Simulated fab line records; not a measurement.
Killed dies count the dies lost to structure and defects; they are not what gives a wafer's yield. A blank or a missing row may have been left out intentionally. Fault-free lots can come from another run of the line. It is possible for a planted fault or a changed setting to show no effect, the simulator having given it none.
Split-lot experiment + flow n5 finfet + 21 wafers read across 7 lots, on a route 1938 steps long

ABOUT THE SPLIT
At N5_SDB_ETCH_18 (etches SOC in N2/H2, target depth 100 nm, overetch 20 nm, time 150 s), the setting time s was moved away from the recipe's 150 s on 7 of the 21 wafers read, by -19.8% to +18.5%. All remaining wafers had this setting at the recipe value.

The reading comes from the split's own step.

THE READING
SiARC_of_SDB_COAT_04.thk nm (the simulator's own value, which no gauge read), in nm, at N5_SDB_ETCH_18 (etches SOC in N2/H2, target depth 100 nm, overetch 20 nm, time 150 s). No usual value for it is given in the file. The 14 wafers here that ran the recipe average 12.9 nm, standard deviation 0.16 nm.

| wafer  | tool, chamber at the split | time s as run, s | against the recipe | SiARC_of_SDB_COAT_04.thk nm, nm | against lot-mates on the recipe |
|--------|----------------------------|------------------|--------------------|---------------------------------|---------------------------------|
| L074.3 | rie diel-06, 2             | 150              | recipe             | 13                              | -                               |
| L074.6 | rie diel-06, 2             | 150              | recipe             | 13                              | -                               |
| L074.5 | rie diel-06, 1             | 150              | recipe             | 12.8                            | -                               |
| L076.1 | rie diel-06, 1             | 150              | recipe             | 12.6                            | -                               |
| L076.2 | rie diel-06, 2             | 165.2            | +10.1%             | 12.4                            | -0.4                            |
| L076.5 | rie diel-06, 2             | 150              | recipe             | 13                              | -                               |
| L081.1 | rie diel-05, 2             | 150              | recipe             | 12.8                            | -                               |
| L081.2 | rie diel-05, 1,2           | 120.3            | -19.8%             | 13.8                            | +1.0                            |
| L081.6 | rie diel-05, 1,2           | 120.3            | -19.8%             | 13.8                            | +1.0                            |
| L083.1 | rie diel-02, 3             | 150              | recipe             | 12.6                            | -                               |
| L083.3 | rie diel-02, 2             | 150              | recipe             | 12.8                            | -                               |
| L083.4 | rie diel-02, 1             | 150              | recipe             | 13                              | -                               |
| L086.2 | rie diel-06, 0             | 177.7            | +18.5%             | 12.2                            | -0.8                            |
| L086.5 | rie diel-06, 2             | 150              | recipe             | 13                              | -                               |
| L086.6 | rie diel-06, 3             | 177.7            | +18.5%             | 12                              | -1.0                            |
| L087.3 | rie diel-05, 0             | 150              | recipe             | 12.6                            | -                               |
| L087.4 | rie diel-05, 3,2           | 150              | recipe             | 13                              | -                               |
| L087.5 | rie diel-05, 3,2           | 150              | recipe             | 13                              | -                               |
| L092.1 | rie diel-06, 1             | 172.7            | +15.1%             | 11.8                            | -1.0                            |
| L092.5 | rie diel-06, 0             | 172.7            | +15.1%             | 12.4                            | -0.4                            |
| L092.6 | rie diel-06, 1             | 150              | recipe             | 12.8                            | -                               |
The file does not say which wafer passed through which chamber wherever a row lists several chambers: such a row stands for several wafers.

FIT RESULTS
A straight line over all 21 wafers: SiARC_of_SDB_COAT_04.thk nm changes by -0.0459 nm for each +1% of time s; r = -0.94; the points scatter about the line by 0.17 nm.
The same after taking each lot's own level away (the mean of its wafers on the recipe; 21 wafers): -0.0486 nm for each +1%; r = -0.95; scatter 0.16 nm.
Per that fit: largest time s move, reading shift of 0.96 nm.
Across the lots, their own levels run from 12.80 to 13.00 nm, a range of 1.3 times the standard deviation given above.
So the lot-to-lot level changes the slope little: the two slopes agree.
Check: with one of the wafers moved furthest among these (-19.8%) left out of the fit, the line predicts +0.963 nm for it against its lot-mates. Against them it came out at +1 nm.

THE FILE'S OWN FIT
SiARC_of_SDB_COAT_04.thk nm changes by -0.048 nm for each +1% of time s, r = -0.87.
